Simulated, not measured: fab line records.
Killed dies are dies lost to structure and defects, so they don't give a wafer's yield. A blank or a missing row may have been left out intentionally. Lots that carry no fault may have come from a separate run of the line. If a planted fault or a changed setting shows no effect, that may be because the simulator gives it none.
fab line records	flow n5-finfet
record lots=24	wafers=72	last-day=20
route steps=1938 shown BEOL_M15@1805 MIM_TOP_LITHO@1847 MIM_BOT_ETCH@1866
lots that met no fault: taken from a fault-free run of the same line
start-h: hours from the record's opening day to when the first of the lot's shown wafers began	wait-h: hours since the lot's step before	" unchanged from the row above	L1.1+2: several wafers, shown together as one row	- value missing, or start not given	* or withheld: withheld	< > ~ a bound
route shown NAME@n: NAME is a module with steps in the file, n the number in the route of the first one	usual: average and standard deviation across the fault-free wafers	same: alike in all rows	chamber/n: place in a boat	sites: the reading at each site	_std_site: standard deviation of those values	_edge_site: mean of outer sites minus mean of inner sites	radius-mm: how far each site lies from the wafer's centre	mask NAME#n: copy n	behind: the last tool/chamber to shape the wafer	hold: reason for holding the lot/hours on hold/outcome of the hold	device: names the non-switching transistor (n, p or np)	end of line: the same wafers' tests at the end of the route	for a step that has no rows: nothing shown but its recipe	killed: dies lost to structure and defects at the first sort, not the wafer's yield	map: the dies of a wafer, with x for killed, . for not killed, _ for no die there
set.NAME: the setting the step ran with; set.NAME@STEP: the setting that earlier step ran with	model.NAME: the simulator's own value behind a step, which no gauge read
route steps across a sampled set of lots; one table per step, one row per wafer
services: a tool's chamber out of use, with start hour (start-h, from the record's first day; less than 0 if before it), hours out, and reason
## steps
# step N5_BEOL_M15_OVL_MEAS_29
# recipe points-per-wafer=44
# usual M15_OVL=-2/4.8
lot.wafer	tool	chamber	start-h	wait-h	M15_OVL[nm]
L074.4	overlay-02	0	271.86	0.0	-1
L074.5	"	0	"	"	-4
L074.6	"	0	"	"	-6
L075.2	overlay-01	0	274.23	0.0	-8
L075.4	"	0	"	"	-6
L075.6	"	0	"	"	-7
L076.1	overlay-01	0	276.26	0.0	-6
L076.2	"	0	"	"	7
L076.5	"	0	"	"	0
L079.1	overlay-02	0	286.24	0.0	3
L079.2	"	0	"	"	0
L079.6	"	0	"	"	6
L077.1	overlay-01	0	296.87	0.0	-7
L077.3	"	0	"	"	-3
L077.5	"	0	"	"	1
L078.2	overlay-01	0	308.18	0.0	-1
L078.4	"	0	"	"	-3
L078.5	"	0	"	"	3
L081.3	overlay-01	0	310.57	0.0	2
L081.4	"	0	"	"	4
L081.5	"	0	"	"	1
L080.1	overlay-02	0	320.11	0.0	-6
L080.3	"	0	"	"	-8
L080.6	"	0	"	"	-8
L083.1	overlay-02	0	324.22	0.0	-2
L083.5	"	0	"	"	-6
L083.6	"	0	"	"	-17
L082.2	overlay-01	0	324.71	0.0	-4
L082.3	"	0	"	"	-9
L082.5	"	0	"	"	-1
L084.1	overlay-02	0	329.60	0.0	0
L084.3	"	0	"	"	1
L084.6	"	0	"	"	9
L085.1	overlay-02	0	329.95	0.0	1
L085.2	"	0	"	"	-7
L085.6	"	0	"	"	0
L086.3	overlay-02	0	341.87	0.0	4
L086.4	"	0	"	"	4
L086.5	"	0	"	"	0
L087.3	overlay-01	0	355.04	0.0	0
L087.5	"	0	"	"	-1
L087.6	"	0	"	"	-6
L090.2	overlay-01	0	355.50	0.0	-1
L090.3	"	0	"	"	6
L090.4	"	0	"	"	11
L088.1	overlay-02	0	363.67	0.0	-13
L088.2	"	0	"	"	0
L088.5	"	0	"	"	-4
L089.1	overlay-02	0	363.97	0.0	2
L089.3	"	0	"	"	-3
L089.4	"	0	"	"	5
L092.2	overlay-02	0	370.25	0.0	-3
L092.5	"	0	"	"	-7
L092.6	"	0	"	"	-3
L093.1	overlay-01	0	379.32	0.0	1
L093.4	"	0	"	"	-2
L093.5	"	0	"	"	-4
L091.3	overlay-01	0	379.58	0.0	-6
L091.5	"	0	"	"	5
L091.6	"	0	"	"	0
L095.2	overlay-01	0	388.83	0.0	-5
L095.3	"	0	"	"	-3
L095.5	"	0	"	"	0
L094.1	overlay-01	0	390.36	0.0	5
L094.5	"	0	"	"	9
L094.6	"	0	"	"	2
L096.1	overlay-01	0	411.34	0.0	-2
L096.3	"	0	"	"	2
L096.5	"	0	"	"	-5
L097.1	overlay-02	0	455.35	0.0	-1
L097.2	"	0	"	"	-1
L097.3	"	0	"	"	2
# step N5_BEOL_M15_ANNEAL_48
# recipe temp-c=225	time-s=90	ambient=N2
# usual wafer_temp_C_max=226.1/0.32
# same time-s=90
lot.wafer	tool	chamber	start-h	wait-h	wafer_temp_C_max
L074.4	rtp-anneal-02	0	273.92	0.2	225.9
L074.5	"	0	"	"	226.2
L074.6	"	0	"	"	226.3
L075.2	rtp-anneal-01	0	277.82	0.7	225.8
L075.4	"	0	"	"	225.7
L075.6	"	0	"	"	226.1
L076.1	rtp-anneal-02	0	285.00	1.5	226.3
L076.2	"	0	"	"	226.5
L076.5	"	0	"	"	226.6
L079.1	rtp-anneal-02	0	291.61	0.2	225.9
L079.2	"	0	"	"	226.4
L079.6	"	0	"	"	226.4
L077.1	rtp-anneal-01	0	300.96	0.2	225.9
L077.3	"	0	"	"	226.0
L077.5	"	0	"	"	225.8
L078.2	rtp-anneal-02	0	316.21	0.2	226.1
L078.4	"	0	"	"	226.2
L078.5	"	0	"	"	226.4
L081.3	rtp-anneal-02	0	316.53	0.3	226.1
L081.4	"	0	"	"	226.2
L081.5	"	0	"	"	226.7
L080.1	rtp-anneal-02	0	322.05	0.2	225.9
L080.3	"	0	"	"	226.1
L080.6	"	0	"	"	226.2
L083.1	rtp-anneal-02	0	326.80	0.2	226.0
L083.5	"	0	"	"	226.3
L083.6	"	0	"	"	226.7
L082.2	rtp-anneal-02	0	327.94	0.3	227.0
L082.3	"	0	"	"	226.4
L082.5	"	0	"	"	226.5
L084.1	rtp-anneal-02	0	331.06	0.2	225.9
L084.3	"	0	"	"	226.7
L084.6	"	0	"	"	226.1
L085.1	rtp-anneal-01	0	334.79	0.2	225.6
L085.2	"	0	"	"	225.5
L085.6	"	0	"	"	225.5
L086.3	rtp-anneal-02	0	346.00	0.2	226.2
L086.4	"	0	"	"	226.1
L086.5	"	0	"	"	226.8
L087.3	rtp-anneal-02	0	359.68	0.4	226.5
L087.5	"	0	"	"	226.3
L087.6	"	0	"	"	226.6
L090.2	rtp-anneal-02	0	361.07	0.8	226.2
L090.3	"	0	"	"	226.0
L090.4	"	0	"	"	226.3
L088.1	rtp-anneal-02	0	370.57	0.2	226.2
L088.2	"	0	"	"	226.6
L088.5	"	0	"	"	226.1
L092.2	rtp-anneal-01	0	376.86	0.3	226.1
L092.5	"	0	"	"	225.4
L092.6	"	0	"	"	225.8
L089.1	rtp-anneal-02	0	376.94	0.2	225.9
L089.3	"	0	"	"	225.9
L089.4	"	0	"	"	226.0
L093.1	rtp-anneal-02	0	381.94	0.3	226.2
L093.4	"	0	"	"	226.3
L093.5	"	0	"	"	226.4
L091.3	rtp-anneal-01	0	382.27	0.5	225.5
L091.5	"	0	"	"	225.7
L091.6	"	0	"	"	225.9
L095.2	rtp-anneal-01	0	392.79	0.2	225.9
L095.3	"	0	"	"	225.7
L095.5	"	0	"	"	225.8
L094.1	rtp-anneal-02	0	392.84	0.2	226.1
L094.5	"	0	"	"	226.0
L094.6	"	0	"	"	226.4
L096.1	rtp-anneal-02	0	416.24	0.2	225.9
L096.3	"	0	"	"	225.9
L096.5	"	0	"	"	225.8
L097.1	rtp-anneal-01	0	456.93	0.2	225.9
L097.2	"	0	"	"	225.8
L097.3	"	0	"	"	225.7
# step N5_BEOL_M15_DEP_53
# recipe material=SiCN	target-thk-a=500	temp-c=withheld	precursor=3MS/NH3	pressure-torr=3	rf-w=675	time-s=17.8
# usual showerhead-plenum-p-Torr=4.169/0.025	throttle-valve-pct=18.4/0.7
# same time-s=17.8
lot.wafer	tool	chamber	start-h	wait-h	showerhead-plenum-p-Torr	throttle-valve-pct
L074.4	pecvd-03	1	274.45	0.0	4.187	18.5
L074.5	"	2	"	"	4.154	17.5
L074.6	"	0	"	"	4.178	17.9
L075.2	pecvd-04	1	278.43	0.0	4.116	20.2
L075.4	"	0	"	"	4.222	18.8
L075.6	"	1	"	"	4.118	20.2
L076.1	pecvd-04	2	285.71	0.0	4.190	18.5
L076.2	"	0	"	"	4.211	18.6
L076.5	"	2	"	"	4.193	18.4
L079.1	pecvd-03	0	292.26	0.0	4.167	18.1
L079.2	"	1	"	"	4.186	18.6
L079.6	"	2	"	"	4.157	17.5
L077.1	pecvd-04	0	301.62	0.0	4.204	18.8
L077.3	"	1	"	"	4.124	20.1
L077.5	"	1	"	"	4.118	19.8
L078.2	pecvd-03	2	316.82	0.0	4.165	18.0
L078.4	"	2	"	"	4.147	17.6
L078.5	"	1	"	"	4.186	18.3
L081.3	pecvd-01	1	317.09	0.0	4.163	18.5
L081.4	"	0	"	"	4.155	17.7
L081.5	"	1	"	"	4.148	18.2
L080.1	pecvd-03	0	322.71	0.0	4.166	17.9
L080.3	"	1	"	"	4.182	18.6
L080.6	"	2	"	"	4.157	17.4
L083.1	pecvd-01	0	327.47	0.0	4.164	18.2
L083.5	"	0	"	"	4.163	18.2
L083.6	"	1	"	"	4.150	18.1
L082.2	pecvd-03	1	328.57	0.0	4.169	18.6
L082.3	"	2	"	"	4.167	17.6
L082.5	"	0	"	"	4.173	17.9
L084.1	pecvd-03	2	331.72	0.0	4.149	17.6
L084.3	"	1	"	"	4.181	18.6
L084.6	"	2	"	"	4.152	17.6
L085.1	pecvd-03	2	335.44	0.0	4.149	17.6
L085.2	"	1	"	"	4.178	18.2
L085.6	"	1	"	"	4.178	18.9
L086.3	pecvd-03	2	346.56	0.0	4.153	17.5
L086.4	"	1	"	"	4.167	18.6
L086.5	"	0	"	"	4.168	17.9
L087.3	pecvd-04	2	360.24	0.0	4.196	18.5
L087.5	"	2	"	"	4.200	18.5
L087.6	"	1	"	"	4.118	19.8
L090.2	pecvd-03	2	361.72	0.0	4.149	17.8
L090.3	"	0	"	"	4.176	18.1
L090.4	"	1	"	"	4.177	18.4
L088.1	pecvd-04	2	371.24	0.0	4.196	18.4
L088.2	"	1	"	"	4.132	20.3
L088.5	"	1	"	"	4.127	20.0
L092.2	pecvd-01	1	377.47	0.0	4.150	18.3
L092.5	"	1	"	"	4.137	18.5
L092.6	"	2	"	"	4.164	18.1
L089.1	pecvd-01	1	377.60	0.0	4.152	18.4
L089.3	"	0	"	"	4.158	18.0
L089.4	"	0	"	"	4.153	18.0
L093.1	pecvd-04	2	382.60	0.0	4.194	18.5
L093.4	"	1	"	"	4.125	20.1
L093.5	"	2	"	"	4.191	18.2
L091.3	pecvd-03	1	382.85	0.0	4.177	18.4
L091.5	"	2	"	"	4.158	17.6
L091.6	"	1	"	"	4.185	18.7
L095.2	pecvd-04	2	393.40	0.0	4.188	18.7
L095.3	"	0	"	"	4.212	18.8
L095.5	"	2	"	"	4.188	18.4
L094.1	pecvd-03	1	393.51	0.0	4.175	18.5
L094.5	"	1	"	"	4.185	18.1
L094.6	"	0	"	"	4.178	18.0
L096.1	pecvd-01	0	416.89	0.0	4.155	18.1
L096.3	"	1	"	"	4.150	17.1
L096.5	"	1	"	"	4.139	16.9
L097.1	pecvd-04	0	457.59	0.0	4.203	18.9
L097.2	"	2	"	"	4.201	18.7
L097.3	"	1	"	"	4.119	19.9
# step N5_MIM_TOP_LITHO_CD_MEAS_08
# recipe target-cd-nm=2000	landing-energy-ev=500	detector=se-inlens
# usual cd-nm=2000.6/1.8
lot.wafer	tool	chamber	start-h	wait-h	cd-nm
L074.4	cd-sem-02	0	277.56	-	1998.8
L074.5	"	0	"	"	2001.2
L074.6	"	0	"	"	2002.4
L075.2	cd-sem-01	0	283.48	-	2002.8
L075.4	"	0	"	"	2002.6
L075.6	"	0	"	"	1999.5
L076.1	cd-sem-01	0	291.80	-	1999.7
L076.2	"	0	"	"	1998.6
L076.5	"	0	"	"	2002.3
L079.1	cd-sem-03	0	296.68	-	2001.9
L079.2	"	0	"	"	2001.8
L079.6	"	0	"	"	1998.7
L077.1	cd-sem-01	0	304.47	-	2003.4
L077.3	"	0	"	"	2000.7
L077.5	"	0	"	"	2001.4
L078.2	cd-sem-02	0	321.32	-	2001.0
L078.4	"	0	"	"	1999.3
L078.5	"	0	"	"	2003.3
L081.3	cd-sem-02	0	321.65	-	1998.9
L081.4	"	0	"	"	2001.6
L081.5	"	0	"	"	1997.2
L080.1	cd-sem-02	0	327.39	-	2000.3
L080.3	"	0	"	"	1999.4
L080.6	"	0	"	"	2001.3
L083.1	cd-sem-03	0	331.15	-	2000.7
L083.5	"	0	"	"	1999.6
L083.6	"	0	"	"	2000.7
L082.2	cd-sem-03	0	331.42	-	1999.6
L082.3	"	0	"	"	2001.1
L082.5	"	0	"	"	2001.4
L084.1	cd-sem-03	0	335.63	-	1998.7
L084.3	"	0	"	"	1999.2
L084.6	"	0	"	"	2001.0
L085.1	cd-sem-02	0	338.87	-	1999.4
L085.2	"	0	"	"	2000.9
L085.6	"	0	"	"	2002.7
L086.3	cd-sem-03	0	351.27	-	2001.6
L086.4	"	0	"	"	2001.8
L086.5	"	0	"	"	2002.8
L087.3	cd-sem-01	0	364.38	-	2003.2
L087.5	"	0	"	"	2000.7
L087.6	"	0	"	"	2000.4
L090.2	cd-sem-01	0	366.59	-	2002.0
L090.3	"	0	"	"	2002.2
L090.4	"	0	"	"	1998.8
L088.1	cd-sem-01	0	377.08	-	2003.3
L088.2	"	0	"	"	2003.4
L088.5	"	0	"	"	1999.3
L089.1	cd-sem-03	0	381.23	-	1998.6
L089.3	"	0	"	"	1997.4
L089.4	"	0	"	"	2000.3
L092.2	cd-sem-01	0	381.52	-	1997.2
L092.5	"	0	"	"	1997.1
L092.6	"	0	"	"	1997.0
L093.1	cd-sem-03	0	386.42	-	2003.1
L093.4	"	0	"	"	2002.3
L093.5	"	0	"	"	2001.6
L091.3	cd-sem-03	0	386.61	-	2001.2
L091.5	"	0	"	"	2003.1
L091.6	"	0	"	"	1999.8
L095.2	cd-sem-02	0	397.27	-	2001.2
L095.3	"	0	"	"	2004.7
L095.5	"	0	"	"	2001.2
L094.1	cd-sem-02	0	397.43	-	1999.9
L094.5	"	0	"	"	1999.0
L094.6	"	0	"	"	1999.7
L096.1	cd-sem-03	0	419.92	-	1999.3
L096.3	"	0	"	"	2001.7
L096.5	"	0	"	"	2003.1
L097.1	cd-sem-03	0	461.25	-	1997.4
L097.2	"	0	"	"	1999.7
L097.3	"	0	"	"	1997.0
# step N5_MIM_BOT_ETCH_ETCH_04
# recipe chemistry=CF4/O2	target=SiNx	target-depth-a=260	time-s=13	ion-energy-ev=100	pressure-mtorr=40	source-w=535	bias-w=49	Ar_flow_sccm=100	cf4-flow-sccm=100	O2_flow_sccm=10
# usual chamber-pressure-mTorr=40.00/0.036	drypump-motor-current-A=5.7/0.38	oes-product-au=0.81/0.084	rf-vpp-V=239/4.2	showerhead-plenum-p-Torr=2.23/0.078	throttle-valve-pct=15.89/0.16
# same time-s=13
lot.wafer	tool	chamber	start-h	wait-h	chamber-pressure-mTorr	drypump-motor-current-A	oes-product-au	rf-hours-counter-h	rf-vpp-V	showerhead-plenum-p-Torr	throttle-valve-pct
L074.4	rie-diel-02	1	278.57	0.0	39.99	5.7	0.74	176	242	2.12	15.96
L074.5	"	1	"	"	39.98	5.7	0.74	-	241	2.12	15.97
L074.6	"	0	"	"	39.95	5.3	0.71	-	236	2.19	16.04
L075.2	rie-diel-04	2	284.49	0.0	40.04	5.7	0.78	111	235	2.14	15.91
L075.4	"	1	"	"	40.07	6.4	0.69	247	232	2.25	16.24
L075.6	"	3	"	"	39.95	5.8	0.71	-	238	2.19	15.99
L076.1	rie-diel-04	1	293.14	0.0	40.03	6.4	0.68	250	233	2.25	16.23
L076.2	"	3	"	"	40.03	5.8	0.70	208	239	2.19	15.99
L076.5	"	1	"	"	39.99	6.4	0.68	-	231	2.25	16.25
L079.1	rie-diel-02	3	297.79	0.0	40.03	5.7	0.92	23	240	2.26	15.56
L079.2	"	2	"	"	39.98	5.9	0.95	9	235	2.34	15.90
L079.6	"	1	"	"	39.96	5.6	0.75	-	240	2.11	15.96
L077.1	rie-diel-04	2	305.89	0.0	40.07	5.7	0.78	120	236	2.14	15.94
L077.3	"	0	"	"	40.01	5.7	0.85	71	246	2.31	15.78
L077.5	"	0	"	"	40.03	5.7	0.85	-	246	2.31	15.78
L078.2	rie-diel-02	2	322.24	0.0	40.00	5.9	0.92	20	235	2.34	15.94
L078.4	"	3	"	"	40.03	5.6	0.89	31	241	2.26	15.58
L078.5	"	0	"	"	40.10	5.3	0.69	-	237	2.19	16.08
L081.3	rie-diel-04	3	322.62	0.0	40.02	5.8	0.70	221	239	2.19	16.03
L081.4	"	3	"	"	39.93	5.8	0.70	-	239	2.19	16.02
L081.5	"	0	"	"	40.05	5.7	0.85	-	246	2.31	15.79
L080.1	rie-diel-02	1	328.40	0.0	39.99	5.7	0.73	190	241	2.11	15.99
L080.3	"	2	"	"	40.07	5.9	0.92	22	235	2.34	15.94
L080.6	"	3	"	"	40.02	5.7	0.90	-	241	2.26	15.58
L083.1	rie-diel-01	1	332.17	0.0	40.00	5.3	0.88	34	243	2.16	15.84
L083.5	"	2	"	"	40.02	6.4	0.81	-	246	2.32	15.90
L083.6	"	3	"	"	40.03	4.9	0.80	-	237	2.31	15.79
L082.2	rie-diel-02	3	332.46	0.0	40.04	5.7	0.89	35	241	2.26	15.59
L082.3	"	0	"	"	39.95	5.3	0.69	248	237	2.19	16.09
L082.5	"	3	"	"	40.02	5.6	0.90	-	241	2.26	15.58
L084.1	rie-diel-04	0	336.84	0.0	39.96	5.7	0.84	80	248	2.31	15.79
L084.3	"	1	"	"	40.02	6.4	0.96	2	233	2.24	15.74
L084.6	"	2	"	"	40.00	5.7	0.76	-	238	2.14	15.99
L085.1	rie-diel-01	1	339.96	0.0	40.00	5.3	0.86	37	244	2.16	15.85
L085.2	"	3	"	"	39.99	4.9	0.80	108	237	2.30	15.80
L085.6	"	0	"	"	40.00	4.9	0.68	-	245	2.17	16.16
L086.3	rie-diel-02	1	352.18	0.0	40.01	5.6	0.73	200	239	2.11	15.99
L086.4	"	2	"	"	40.00	5.9	0.89	-	236	2.33	15.95
L086.5	"	3	"	"	39.95	5.7	0.88	-	240	2.26	15.60
L087.3	rie-diel-02	1	365.41	0.0	39.99	5.6	0.72	205	241	2.11	16.02
L087.5	"	3	"	"	39.99	5.6	0.88	-	240	2.26	15.58
L087.6	"	0	"	"	40.01	5.3	0.98	-	237	2.19	15.60
L090.2	rie-diel-02	1	367.60	0.0	40.00	5.7	0.72	205	240	2.11	16.00
L090.3	"	0	"	"	40.01	5.3	0.97	5	235	2.19	15.60
L090.4	"	2	"	"	39.95	5.9	0.88	37	235	2.33	15.96
L088.1	rie-diel-04	2	378.03	0.0	39.98	5.7	0.75	149	236	2.13	15.99
L088.2	"	1	"	"	40.02	6.4	0.90	18	232	2.24	15.79
L088.5	"	0	"	"	39.99	5.7	0.82	-	245	2.31	15.83
L089.1	rie-diel-04	1	382.12	0.0	39.97	6.4	0.91	19	232	2.24	15.78
L089.3	"	3	"	"	40.04	5.8	0.69	236	238	2.18	16.07
L089.4	"	0	"	"	40.01	5.7	0.81	96	246	2.31	15.81
L092.2	rie-diel-02	3	382.56	0.0	40.00	5.6	0.87	53	239	2.25	15.61
L092.5	"	1	"	"	40.00	5.6	0.71	-	241	2.11	16.02
L092.6	"	2	"	"	39.94	5.9	0.88	-	235	2.33	15.98
L093.1	rie-diel-01	1	387.33	0.0	39.93	5.3	0.84	52	245	2.15	15.89
L093.4	"	2	"	"	40.02	6.4	0.79	-	246	2.31	15.94
L093.5	"	3	"	"	39.98	4.9	0.77	-	238	2.30	15.83
L091.3	rie-diel-01	3	387.53	0.0	39.99	4.9	0.77	125	239	2.30	15.84
L091.5	"	3	"	"	40.01	4.9	0.77	-	239	2.30	15.83
L091.6	"	2	"	"	40.01	6.4	0.78	-	249	2.31	15.96
L095.2	rie-diel-02	3	398.40	0.0	40.01	5.6	0.85	59	242	2.25	15.63
L095.3	"	2	"	"	39.96	5.9	0.87	49	236	2.33	16.00
L095.5	"	2	"	"	40.08	5.9	0.86	-	237	2.32	15.98
L094.1	rie-diel-02	2	398.56	0.0	39.93	5.9	0.88	49	235	2.33	16.01
L094.5	"	2	"	"	40.09	5.9	0.88	-	236	2.32	16.01
L094.6	"	3	"	"	40.07	5.6	0.86	-	241	2.25	15.63
L096.1	rie-diel-01	3	420.94	0.0	40.00	4.9	0.76	139	238	2.29	15.85
L096.3	"	1	"	"	40.05	5.3	0.83	66	243	2.15	15.91
L096.5	"	2	"	"	39.97	6.4	0.78	-	246	2.31	15.99
L097.1	rie-diel-04	2	462.14	0.0	39.94	5.7	0.73	179	235	2.12	16.05
L097.2	"	1	"	"	39.96	6.4	0.84	49	233	2.23	15.85
L097.3	"	0	"	"	39.99	5.7	0.78	127	246	2.29	15.88
# step N5_MIM_BOT_ETCH_ETCH_00
# recipe chemistry=Cl2/BCl3	target=TiN	target-depth-a=455	ion-energy-ev=150	pressure-mtorr=10	icp-w=1000	bias-w=126	Cl2_flow_sccm=53.25	bcl3-flow-sccm=21.75	Ar_flow_sccm=25
# usual chamber-pressure-mTorr=9.998/0.011	drypump-motor-current-A=5.5/0.33	he-backside-leak-sccm=3.28/0.2	oes-product-au=0.76/0.091	throttle-valve-pct=21.95/0.21
lot.wafer	tool	chamber	start-h	wait-h	chamber-pressure-mTorr	drypump-motor-current-A	he-backside-leak-sccm	oes-product-au	rf-hours-counter-h	throttle-valve-pct
L074.4	rie-metal-03	0	278.79	0.1	9.993	6.0	3.27	0.72	-	22.11
L074.5	"	0	"	"	10.004	6.0	3.17	0.72	-	22.11
L074.6	"	1	"	"	9.980	5.5	3.45	0.87	-	21.86
L075.2	rie-metal-02	0	284.67	0.1	9.981	5.1	3.40	0.81	29	21.74
L075.4	"	0	"	"	10.004	5.2	3.08	0.81	-	21.73
L075.6	"	1	"	"	9.992	5.5	3.18	0.66	-	21.77
L076.1	rie-metal-01	1	293.32	0.1	10.007	5.2	3.48	0.68	80	22.29
L076.2	"	0	"	"	9.999	6.0	3.30	0.93	3	22.11
L076.5	"	0	"	"	9.995	6.0	3.15	0.94	-	22.11
L079.1	rie-metal-02	1	297.97	0.1	10.004	5.6	3.15	0.66	98	21.77
L079.2	"	0	"	"	10.015	5.1	3.62	0.79	31	21.75
L079.6	"	0	"	"	9.996	5.2	3.45	0.80	-	21.76
L077.1	rie-metal-03	1	306.07	0.1	10.002	5.5	3.10	0.86	14	21.89
L077.3	"	0	"	"	9.999	6.0	3.29	0.72	-	22.13
L077.5	"	1	"	"	10.002	5.5	2.87	0.86	-	21.89
L078.2	rie-metal-01	0	322.42	0.1	10.002	6.0	3.49	0.93	6	22.10
L078.4	"	1	"	"	10.007	5.2	3.57	0.68	-	22.27
L078.5	"	0	"	"	9.996	6.0	3.35	0.93	-	22.10
L081.3	rie-metal-03	0	322.84	0.1	10.006	6.0	3.05	0.72	-	22.13
L081.4	"	1	"	"	9.998	5.5	3.31	0.86	-	21.86
L081.5	"	1	"	"	9.987	5.5	3.46	0.87	-	21.86
L080.1	rie-metal-02	1	328.58	0.1	9.995	5.5	3.18	0.65	101	21.75
L080.3	"	0	"	"	9.968	5.2	3.23	0.79	-	21.76
L080.6	"	0	"	"	10.012	5.1	3.44	0.79	-	21.76
L083.1	rie-metal-01	1	332.35	0.1	10.027	5.2	3.53	0.68	82	22.31
L083.5	"	1	"	"	10.009	5.2	3.66	0.68	-	22.29
L083.6	"	0	"	"	10.002	6.0	3.18	0.92	-	22.11
L082.2	rie-metal-02	1	332.64	0.1	9.998	5.5	3.08	0.65	101	21.75
L082.3	"	1	"	"	10.003	5.5	4.67	0.65	-	21.76
L082.5	"	0	"	"	9.998	5.1	3.38	0.79	-	21.77
L084.1	rie-metal-02	0	337.02	0.1	9.983	5.1	3.41	0.79	35	21.78
L084.3	"	0	"	"	10.011	5.2	3.51	0.78	-	21.76
L084.6	"	0	"	"	9.996	5.2	3.69	0.78	-	21.76
L085.1	rie-metal-02	0	340.14	0.1	10.001	5.1	3.36	0.78	35	21.77
L085.2	"	1	"	"	9.996	5.5	3.15	0.65	102	21.77
L085.6	"	0	"	"	10.005	5.2	3.41	0.78	-	21.77
L086.3	rie-metal-03	1	352.41	0.1	9.998	5.5	3.28	0.86	-	21.87
L086.4	"	0	"	"	10.011	6.0	3.29	0.72	-	22.11
L086.5	"	0	"	"	9.986	6.0	3.24	0.71	-	22.10
L087.3	rie-metal-03	1	365.63	0.1	9.992	5.5	3.36	0.84	-	21.88
L087.5	"	1	"	"	9.979	5.5	3.21	0.84	-	21.87
L087.6	"	0	"	"	9.987	5.9	3.10	0.71	-	22.13
L090.2	rie-metal-02	0	367.78	0.1	10.010	5.2	3.28	0.78	37	21.78
L090.3	"	0	"	"	9.995	5.2	3.42	0.78	-	21.77
L090.4	"	1	"	"	10.005	5.5	3.18	0.65	-	21.77
L088.1	rie-metal-02	1	378.21	0.1	9.980	5.5	3.11	0.64	105	21.76
L088.2	"	0	"	"	10.008	5.2	3.26	0.78	37	21.75
L088.5	"	1	"	"	9.990	5.5	3.20	0.64	-	21.78
L089.1	rie-metal-01	0	382.30	0.1	10.001	6.0	3.41	0.89	11	22.12
L089.3	"	1	"	"	10.007	5.2	3.42	0.68	-	22.30
L089.4	"	0	"	"	10.008	6.0	3.12	0.88	-	22.12
L092.2	rie-metal-03	0	382.74	0.1	9.991	5.9	3.27	0.71	79	22.15
L092.5	"	1	"	"	9.954	5.5	3.57	0.84	-	21.87
L092.6	"	0	"	"	9.991	6.0	3.12	0.70	-	22.14
L093.1	rie-metal-02	0	387.60	0.1	9.994	5.2	3.24	0.77	39	21.75
L093.4	"	0	"	"	9.988	5.2	3.04	0.77	-	21.78
L093.5	"	0	"	"	10.015	5.1	3.10	0.77	-	21.78
L091.3	rie-metal-03	1	387.76	0.1	10.015	5.5	3.30	0.84	-	21.87
L091.5	"	1	"	"	9.992	5.5	3.24	0.84	-	21.88
L091.6	"	0	"	"	10.002	6.0	3.41	0.71	-	22.15
L095.2	rie-metal-01	0	398.58	0.1	9.992	6.0	2.86	0.88	13	22.12
L095.3	"	1	"	"	9.991	5.2	3.21	0.67	-	22.32
L095.5	"	0	"	"	10.013	5.9	3.03	0.89	-	22.11
L094.1	rie-metal-03	0	398.74	0.1	9.990	6.0	3.05	0.71	81	22.12
L094.5	"	0	"	"	9.993	6.0	3.18	0.70	-	22.15
L094.6	"	1	"	"	9.990	5.6	3.17	0.84	-	21.87
L096.1	rie-metal-01	0	421.12	0.1	9.992	5.9	3.23	0.88	15	22.15
L096.3	"	0	"	"	9.996	6.0	3.30	0.88	-	22.12
L096.5	"	0	"	"	10.009	6.0	3.10	0.87	-	22.13
L097.1	rie-metal-02	0	462.32	0.1	10.008	5.1	3.25	0.76	46	21.77
L097.2	"	1	"	"	10.000	5.5	3.12	0.94	3	21.46
L097.3	"	1	"	"	9.997	5.5	3.07	0.93	-	21.49
## services
tool	chamber	start-h	hours	kind
pecvd-03	-	262.15	0.7	repair
rie-metal-02	0	294.22	2.1	repair
pecvd-01	1	294.60	5.9	repair
rie-metal-01	1	296.52	8.2	repair
rie-diel-02	1	300.39	15.4	repair
rie-diel-02	3	305.25	2.1	repair
rie-diel-04	1	308.27	2.9	repair
rie-diel-04	0	311.57	9.9	repair
pecvd-01	2	323.02	8.5	repair
rie-diel-02	0	338.41	-	clean
rie-diel-02	0	338.41	-	consumable-replace:focus-ring
rie-diel-02	0	338.41	14.4	scheduled-down
rie-diel-02	0	338.41	14.4	vent-cycle
rie-diel-04	3	346.23	10.6	repair
rie-diel-04	-	352.25	0.6	repair
rie-diel-01	0	371.46	2.1	repair
pecvd-03	1	375.40	5.5	scheduled-down
rie-diel-01	0	383.71	77.6	repair
pecvd-03	-	384.77	0.5	repair
rie-diel-02	0	389.92	9.1	repair
rie-metal-01	-	390.51	2.8	pm
pecvd-01	1	426.10	12.0	repair
rie-metal-03	1	436.64	24.7	repair
rie-diel-02	1	444.32	12.7	repair
## key
fault none
